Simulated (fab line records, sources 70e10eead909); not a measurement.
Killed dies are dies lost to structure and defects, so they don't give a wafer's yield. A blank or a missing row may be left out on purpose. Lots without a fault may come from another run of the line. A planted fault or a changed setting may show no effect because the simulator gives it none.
Chamber matching | flow nand_harc | NHARC_A_STAIRCASE_DESCUM_252 on rie_diel-11: 4 sister chambers
The step chemistry O2, time 3 s. 16 wafers are shown with their chamber, then 8 later ones without.

WAFERS WITH THEIR CHAMBER
wafer  | chamber | drypump_motor_current_A (A) | showerhead_plenum_p_Torr (Torr) | oes_product_au (a.u.)
L075.2 | 2       | 5.6                         | 1.83                            | 1.005
L075.3 | 0       | 5.3                         | 2.04                            | 1.004
L075.5 | 2       | 5.6                         | 1.83                            | 1.001
L084.3 | 0       | 5.3                         | 2.03                            | 1.002
L084.4 | 2       | 5.5                         | 1.83                            | 0.998
L084.6 | 0       | 5.3                         | 2.03                            | 0.997
L085.2 | 0       | 5.3                         | 2.03                            | 1.004
L085.3 | 1       | 6.4                         | 1.95                            | 1.014
L085.5 | 3       | 6.3                         | 1.96                            | 1.000
L088.2 | 2       | 5.5                         | 1.82                            | 0.993
L088.3 | 1       | 6.4                         | 1.94                            | 1.020
L088.6 | 3       | 6.3                         | 1.96                            | 1.003
L087.3 | 1       | 6.4                         | 1.94                            | 1.021
L087.4 | 3       | 6.3                         | 1.96                            | 1.002
L087.6 | 1       | 6.4                         | 1.94                            | 1.013
L089.2 | 2       | 5.5                         | 1.82                            | 1.005

SIGNATURES (means of the wafers above)
reading                  | chamber 0 | chamber 1 | chamber 2 | chamber 3 | scatter within a chamber
drypump_motor_current_A  | 5.300     | 6.400     | 5.540     | 6.300     | 0.0316
showerhead_plenum_p_Torr | 2.0325    | 1.9425    | 1.8260    | 1.9600    | 0.00474
oes_product_au           | 1.00175   | 1.01700   | 1.00040   | 1.00167   | 0.00399
Rule: a wafer's distance from a chamber is the root of the sum, over the readings, of the square of ((its reading less the chamber's mean) divided by the reading's scatter). The wafer belongs to the nearest chamber; if the next one is less than 2 further off, it can't be placed. The scatter: the root of (the sum of the squares of (reading less its chamber's mean) over the shown wafers, divided by (wafers less chambers)).

WAFERS WITHOUT THEIR CHAMBER
wafer  | drypump_motor_current_A (A) | showerhead_plenum_p_Torr (Torr) | oes_product_au (a.u.)
L089.3 | 6.3                         | 1.96                            | 1.009
L089.4 | 6.4                         | 1.94                            | 1.019
L093.1 | 5.5                         | 1.82                            | 1.004
L093.5 | 6.3                         | 1.95                            | 1.014
L093.6 | 5.5                         | 1.82                            | 1.002
L096.2 | 6.3                         | 1.95                            | 1.008
L096.4 | 6.4                         | 1.94                            | 1.017
L096.5 | 6.4                         | 1.94                            | 1.017

WHICH CHAMBER EACH WENT THROUGH
wafer  | from the rows above     | in truth
L089.3 | 3                       | 3
L089.4 | 1                       | 1
L093.1 | 2                       | 2
L093.5 | can't be placed: 1 or 3 | 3
L093.6 | 2                       | 2
L096.2 | can't be placed: 3 or 1 | 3
L096.4 | 1                       | 1
L096.5 | 1                       | 1
Placed correctly: 6 of 8. Can't be placed from these rows: 2 (the true chamber is among the candidates in 2). Placed wrongly: 0.
